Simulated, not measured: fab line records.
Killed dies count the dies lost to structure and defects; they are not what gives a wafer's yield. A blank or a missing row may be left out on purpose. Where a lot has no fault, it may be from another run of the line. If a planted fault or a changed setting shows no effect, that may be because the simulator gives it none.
fab line records -- flow nand_harc -- part 2 of 2: steps 5 to 6 of 6
record: lots: 22, wafers: 66, last_day: 25
route steps=1159 shown P_M2@343 P_BONDPAD@386 A_CHANNEL_HOLE_D1@469 A_CHANNEL_FILL_D1@501
lots that met no fault: from a run of the same line without faults
start_h: hours from the record's opening day to when the first of the lot's shown wafers began -- wait_h: hours since the lot's step before -- " same as the row above -- L1.1+2: several wafers, shown together as one row -- - no value present, or no start provided -- * or withheld: withheld -- < > ~ a bound
route shown NAME@n: NAME is a module with steps in the file, n the number in the route of the first one -- usual: mean/standard deviation of fault-free wafers -- same: alike in all rows -- chamber/n: place in a boat -- sites: each site's reading -- _std_site: how widely they spread, as a standard deviation -- _edge_site: mean of outer sites minus mean of inner sites -- radius_mm: how far each site lies from the wafer's centre -- mask NAME#n: copy n -- behind: tool/chamber where the wafer was last shaped -- hold: what put the lot on hold/how long, in hours/how the hold closed -- device: the n, p or np transistor that did not switch -- end of line: the tests these same wafers got at the end of their route -- a step given without rows: its recipe and nothing more -- killed: dies lost to structure and defects at the first sort, not the wafer's yield -- map: a wafer's dies, x killed, . not, _ none there
set.NAME: the setting as run; set.NAME@STEP: as run at that earlier step -- model.NAME: the simulator's own value behind a step, which no gauge read
one table for each step of the route and one row for each wafer, over a sample of lots
services: a tool's chamber out of use, with start hour (start_h, from the record's first day; less than 0 if before it), hours out, and reason
== steps ==
step: NHARC_A_CHANNEL_HOLE_D1_STRIP_27
recipe: o2_flow_sccm: 500, ar_flow_sccm: 0, bias_w: 0, chemistry: O2
usual: drypump_motor_current_A: 5.8/0.54, oes_product_au: 1.000/0.0096, rf_vpp_V: 57.8/0.85, showerhead_plenum_p_Torr: 3.51/0.17, throttle_valve_pct: 17.036/0.0085
lot.wafer,tool,chamber,start_h,wait_h,drypump_motor_current_A,oes_product_au,rf_hours_counter_h,rf_vpp_V,showerhead_plenum_p_Torr,throttle_valve_pct
L074.1,rie_diel-08,3,-,-,5.6,1.000,3,58.4,3.35,17.041
L074.2,rie_diel-08,0,-,-,6.4,1.002,3,58.1,3.68,17.037
L074.3,rie_diel-08,1,-,-,6.6,1.011,3,57.0,3.70,17.043
L075.3,rie_diel-01,0,-,-,5.9,0.987,4,56.7,3.30,17.035
L075.1,rie_diel-01,1,-,-,5.7,1.003,4,56.6,3.34,17.032
L075.2,rie_diel-01,3,-,-,5.1,1.017,4,57.0,3.64,17.036
L077.1,rie_diel-08,2,-,-,5.7,0.993,4,57.4,3.67,17.052
L077.3,rie_diel-08,3,-,-,5.6,1.006,3,56.7,3.35,17.035
L077.6,rie_diel-08,3,-,-,5.6,1.003,-,56.5,3.35,17.031
L076.1,rie_diel-01,1,-,-,5.7,0.990,5,56.8,3.34,17.048
L076.6,rie_diel-01,0,-,-,5.9,0.994,-,58.0,3.30,17.025
L076.4,rie_diel-01,1,-,-,5.7,1.002,-,57.5,3.34,17.039
L079.1,rie_diel-09,2,-,-,5.3,0.999,10,57.3,3.33,17.044
L079.2,rie_diel-09,3,-,-,5.3,0.972,9,59.4,3.76,17.033
L079.6,rie_diel-09,2,-,-,5.3,0.997,-,57.7,3.33,17.037
L078.3,rie_diel-08,1,-,-,6.7,1.010,4,58.8,3.70,17.038
L078.1,rie_diel-08,2,-,-,5.6,0.995,4,58.4,3.66,17.020
L078.6,rie_diel-08,2,-,-,5.6,1.004,-,57.7,3.66,17.028
L081.4,rie_diel-09,1,-,-,5.1,1.009,12,57.1,3.55,17.052
L081.2,rie_diel-09,2,-,-,5.3,0.998,12,58.8,3.33,17.027
L081.3,rie_diel-09,3,-,-,5.3,0.994,11,58.3,3.75,17.035
L080.1,rie_diel-08,0,-,-,6.4,0.986,4,58.9,3.68,17.038
L080.4,rie_diel-08,1,-,-,6.6,1.010,6,56.1,3.70,17.044
L080.3,rie_diel-08,2,-,-,5.7,0.994,6,57.0,3.66,17.024
L083.4,rie_diel-09,1,-,-,5.1,0.996,13,59.0,3.55,17.043
L083.3,rie_diel-09,3,-,-,5.3,0.978,12,57.0,3.75,17.044
L083.1,rie_diel-09,0,-,-,5.1,1.012,12,58.2,3.32,17.023
L082.1,rie_diel-09,2,-,-,5.3,0.993,13,56.8,3.33,17.033
L082.3,rie_diel-09,1,-,-,5.1,1.000,13,59.0,3.55,17.020
L082.5,rie_diel-09,2,-,-,5.3,0.999,-,57.5,3.33,17.023
L084.2,rie_diel-08,0,-,-,6.4,0.987,5,57.5,3.68,17.024
L084.3,rie_diel-08,1,-,-,6.6,1.013,7,58.0,3.70,17.040
L084.4,rie_diel-08,3,-,-,5.6,1.000,6,57.4,3.35,17.034
L085.3,rie_diel-08,3,-,-,5.6,1.000,7,56.6,3.35,17.040
L085.1,rie_diel-08,0,-,-,6.4,1.011,6,58.8,3.68,17.044
L085.4,rie_diel-08,1,-,-,6.6,1.007,8,59.8,3.70,17.028
L089.3,rie_diel-08,1,-,-,6.6,1.023,8,58.1,3.70,17.030
L089.5,rie_diel-08,3,-,-,5.6,1.016,-,57.2,3.35,17.039
L089.6,rie_diel-08,0,-,-,6.4,1.006,-,60.0,3.68,17.038
L086.4,rie_diel-08,2,-,-,5.7,1.006,9,58.2,3.66,17.040
L086.3,rie_diel-08,3,-,-,5.6,1.000,8,57.0,3.35,17.041
L086.6,rie_diel-08,3,-,-,5.7,1.001,-,57.6,3.35,17.033
L087.4,rie_diel-01,1,-,-,5.7,1.003,9,57.0,3.34,17.031
L087.5,rie_diel-01,2,-,-,6.6,0.986,-,57.0,3.41,17.040
L087.6,rie_diel-01,3,-,-,5.1,1.000,-,58.2,3.63,17.019
L088.1,rie_diel-08,1,-,-,6.6,1.003,9,58.2,3.70,17.043
L088.4,rie_diel-08,2,-,-,5.7,0.998,9,59.5,3.66,17.051
L088.2,rie_diel-08,3,-,-,5.6,0.994,8,56.4,3.35,17.043
L091.4,rie_diel-08,3,-,-,5.6,1.014,9,57.6,3.35,17.033
L091.3,rie_diel-08,0,-,-,6.5,1.001,8,57.5,3.68,17.031
L091.2,rie_diel-08,2,-,-,5.7,0.994,10,59.9,3.66,17.024
L090.2,rie_diel-01,0,-,-,5.9,0.989,10,57.9,3.30,17.026
L090.6,rie_diel-01,1,-,-,5.7,0.990,-,58.7,3.34,17.036
L090.5,rie_diel-01,2,-,-,6.6,0.994,-,57.3,3.41,17.032
L093.2,rie_diel-08,0,-,-,6.4,0.997,9,59.4,3.68,17.031
L093.3,rie_diel-08,3,-,-,5.6,1.000,10,57.6,3.35,17.033
L093.6,rie_diel-08,1,-,-,6.7,1.006,-,58.6,3.70,17.051
L092.2,rie_diel-01,3,-,-,5.1,1.006,11,58.5,3.63,17.044
L092.5,rie_diel-01,3,-,-,5.1,0.999,-,57.8,3.63,17.022
L092.6,rie_diel-01,0,-,-,5.9,0.981,-,57.1,3.30,17.033
L096.4,rie_diel-01,2,-,-,6.6,0.981,12,57.5,3.40,17.033
L096.5,rie_diel-01,1,-,-,5.7,0.998,-,56.5,3.34,17.036
L096.6,rie_diel-01,2,-,-,6.6,0.997,-,56.1,3.40,17.048
L097.1,rie_diel-09,2,-,-,5.3,1.002,4,57.1,3.33,17.035
L097.2,rie_diel-09,0,-,-,5.1,1.005,4,58.7,3.32,17.044
L097.5,rie_diel-09,3,-,-,5.4,0.996,-,58.8,3.75,17.028
step: NHARC_A_CHANNEL_FILL_D1_STRIP_28
recipe: time_s: 20, o2_flow_sccm: 500, ar_flow_sccm: 0, bias_w: 0, chemistry: O2
usual: drypump_motor_current_A: 5.9/0.61, oes_product_au: 0.998/0.0084, rf_vpp_V: 57.5/0.86, showerhead_plenum_p_Torr: 3.45/0.12, throttle_valve_pct: 17.036/0.0088
lot.wafer,tool,chamber,start_h,wait_h,drypump_motor_current_A,oes_product_au,rf_hours_counter_h,rf_vpp_V,showerhead_plenum_p_Torr,throttle_valve_pct
L074.3,rie_diel-12,3,215.61,0.1,5.3,0.996,0.0,57.3,3.41,17.047
L074.2,rie_diel-12,0,215.61,0.1,6.7,1.004,0,56.9,3.35,17.025
L074.1,rie_diel-12,1,215.61,0.1,6.1,0.998,0,57.9,3.54,17.031
L075.3,rie_diel-06,0,215.61,0.1,5.5,1.005,5.9,58.4,3.53,17.021
L075.2,rie_diel-06,1,215.61,0.1,4.8,1.000,6.0,56.5,3.31,17.033
L075.1,rie_diel-06,2,215.61,0.1,6.0,0.987,5.5,57.0,3.31,17.029
L077.1,rie_diel-12,0,219.97,0.1,6.7,1.001,0.0,57.1,3.35,17.031
L077.3,rie_diel-12,3,219.97,0.1,5.3,0.996,0.0,57.2,3.41,17.024
L077.6,rie_diel-12,1,219.97,0.1,6.0,0.989,-,58.0,3.54,17.028
L076.1,rie_diel-06,0,224.61,0.1,5.5,1.000,5.9,56.9,3.53,17.048
L076.4,rie_diel-06,1,224.61,0.1,4.8,1.001,6.0,56.6,3.31,17.029
L076.6,rie_diel-06,0,224.61,0.1,5.5,0.994,-,58.1,3.53,17.044
L079.1,rie_diel-12,2,224.62,0.1,6.7,0.989,0.2,57.0,3.48,17.029
L079.2,rie_diel-12,3,224.62,0.1,5.3,0.999,0.2,56.7,3.41,17.041
L079.6,rie_diel-12,0,224.62,0.1,6.7,0.990,-,56.5,3.35,17.028
L078.3,rie_diel-06,0,229.78,0.1,5.5,1.004,6.2,57.6,3.53,17.041
L078.1,rie_diel-06,2,229.78,0.1,6.1,0.985,5.8,57.8,3.31,17.048
L078.6,rie_diel-06,0,229.78,0.1,5.5,0.991,-,58.3,3.53,17.045
L081.2,rie_diel-12,1,250.34,0.1,6.0,1.007,0.9,57.8,3.54,17.035
L081.3,rie_diel-12,2,250.34,0.1,6.6,0.984,1.0,58.1,3.48,17.015
L081.4,rie_diel-12,3,250.34,0.1,5.2,0.996,1.0,56.6,3.41,17.048
L083.1,rie_diel-06,1,256.84,0.1,4.8,0.999,0.3,58.3,3.31,17.048
L083.3,rie_diel-06,2,256.84,0.1,6.0,1.003,0.4,56.8,3.31,17.040
L083.4,rie_diel-06,3,256.84,0.1,5.7,1.011,0.3,57.4,3.64,17.037
L080.4,rie_diel-12,0,256.84,0.1,6.7,1.005,1.0,57.3,3.35,17.033
L080.1,rie_diel-12,1,256.84,0.1,6.0,1.007,1.0,57.5,3.54,17.018
L080.3,rie_diel-12,2,256.84,0.1,6.6,0.980,1.1,58.4,3.48,17.031
L082.1,rie_diel-12,0,262.49,0.1,6.7,0.996,1.2,56.8,3.35,17.046
L082.3,rie_diel-12,1,262.49,0.1,6.1,1.009,1.2,57.3,3.54,17.023
L082.5,rie_diel-12,0,262.49,0.1,6.7,0.993,-,56.8,3.35,17.032
L084.4,rie_diel-03,2,266.95,0.1,5.7,0.995,7.5,57.7,3.74,17.037
L084.3,rie_diel-03,0,266.95,0.1,5.6,0.996,7.2,58.5,3.54,17.029
L084.2,rie_diel-03,1,266.95,0.1,6.4,1.008,7.5,56.0,3.31,17.041
L089.3,rie_diel-12,2,282.81,0.1,6.7,0.993,1.9,57.5,3.48,17.017
L089.6,rie_diel-12,1,282.81,0.1,6.0,1.002,-,58.0,3.54,17.045
L089.5,rie_diel-12,2,282.81,0.1,6.7,0.989,-,58.7,3.48,17.034
L085.1,rie_diel-03,2,282.85,0.1,5.7,1.002,8.6,58.2,3.74,17.038
L085.4,rie_diel-03,0,282.85,0.1,5.6,1.000,8.1,57.5,3.54,17.042
L085.3,rie_diel-03,1,282.85,0.1,6.4,1.001,8.4,56.7,3.31,17.037
L087.4,rie_diel-03,1,287.59,0.1,6.4,1.001,8.8,56.6,3.31,17.043
L087.5,rie_diel-03,0,287.59,0.1,5.6,1.002,-,58.0,3.54,17.045
L087.6,rie_diel-03,1,287.59,0.1,6.4,0.994,-,57.6,3.31,17.042
L086.3,rie_diel-06,2,287.59,0.1,6.1,0.985,1.5,58.5,3.31,17.023
L086.4,rie_diel-06,3,287.59,0.1,5.8,1.006,1.5,58.1,3.64,17.037
L086.6,rie_diel-06,1,287.59,0.1,4.8,0.990,-,58.2,3.31,17.024
L088.1,rie_diel-12,1,298.44,0.1,6.0,1.005,2.2,58.8,3.54,17.042
L088.4,rie_diel-12,2,298.44,0.1,6.7,0.987,2.3,57.2,3.48,17.050
L088.2,rie_diel-12,3,298.44,0.1,5.3,0.993,2.2,55.9,3.41,17.038
L091.3,rie_diel-12,2,311.25,0.1,6.7,0.989,2.4,58.8,3.48,17.046
L091.2,rie_diel-12,3,311.25,0.1,5.3,0.995,2.3,57.2,3.41,17.033
L091.4,rie_diel-12,0,311.25,0.1,6.7,0.999,2.2,57.5,3.35,17.041
L090.2,rie_diel-06,1,311.27,0.1,4.8,1.001,2.0,56.4,3.31,17.036
L090.5,rie_diel-06,0,311.27,0.1,5.5,1.018,-,58.1,3.53,17.037
L090.6,rie_diel-06,1,311.27,0.1,4.8,0.991,-,57.9,3.31,17.048
L092.2,rie_diel-12,3,316.24,0.1,5.3,0.984,2.4,56.9,3.41,17.039
L092.5,rie_diel-12,3,316.24,0.1,5.3,0.992,-,57.6,3.41,17.033
L092.6,rie_diel-12,0,316.24,0.1,6.7,1.002,-,56.9,3.35,17.044
L093.2,rie_diel-06,3,316.24,0.1,5.8,1.015,2.1,57.7,3.64,17.050
L093.3,rie_diel-06,0,316.24,0.1,5.5,1.012,1.9,57.3,3.53,17.041
L093.6,rie_diel-06,1,316.24,0.1,4.8,0.996,-,58.2,3.31,17.028
L096.4,rie_diel-12,1,330.91,0.1,6.0,1.004,2.8,57.3,3.54,17.046
L096.5,rie_diel-12,1,330.91,0.1,6.0,0.993,-,56.4,3.54,17.041
L096.6,rie_diel-12,2,330.91,0.1,6.7,0.979,-,57.9,3.48,17.032
L097.2,rie_diel-12,1,343.63,0.1,6.0,0.992,3.2,57.7,3.54,17.044
L097.1,rie_diel-12,2,343.63,0.1,6.7,0.991,3.3,57.0,3.48,17.030
L097.5,rie_diel-12,1,343.63,0.1,6.0,0.989,-,58.4,3.54,17.047
== services ==
tool,chamber,start_h,hours,kind
rie_diel-10,0,112.68,4.6,repair
rie_diel-12,0,112.70,2.8,repair
rie_diel-08,3,123.84,5.1,repair
rie_diel-08,-,124.80,9.0,pm
rie_diel-01,-,137.87,9.0,pm
rie_diel-08,3,142.35,3.2,repair
rie_diel-01,1,171.68,6.1,repair
rie_diel-10,-,176.50,9.0,pm
rie_diel-12,0,181.73,5.8,repair
rie_diel-09,3,190.42,2.4,repair
rie_diel-08,0,193.41,4.6,repair
rie_diel-10,3,195.26,3.1,repair
rie_diel-08,0,199.38,19.4,repair
rie_diel-12,-,202.40,9.0,pm
rie_diel-08,3,216.15,1.7,repair
rie_diel-09,2,241.72,6.3,repair
rie_diel-09,-,254.11,9.0,pm
rie_diel-12,0,281.45,2.9,repair
rie_diel-08,0,291.70,6.6,repair
rie_diel-08,-,301.80,9.0,pm
rie_diel-10,3,303.06,3.6,repair
rie_diel-10,-,319.35,3.7,repair
rie_diel-08,3,330.88,2.4,repair
rie_diel-09,2,337.51,2.6,repair
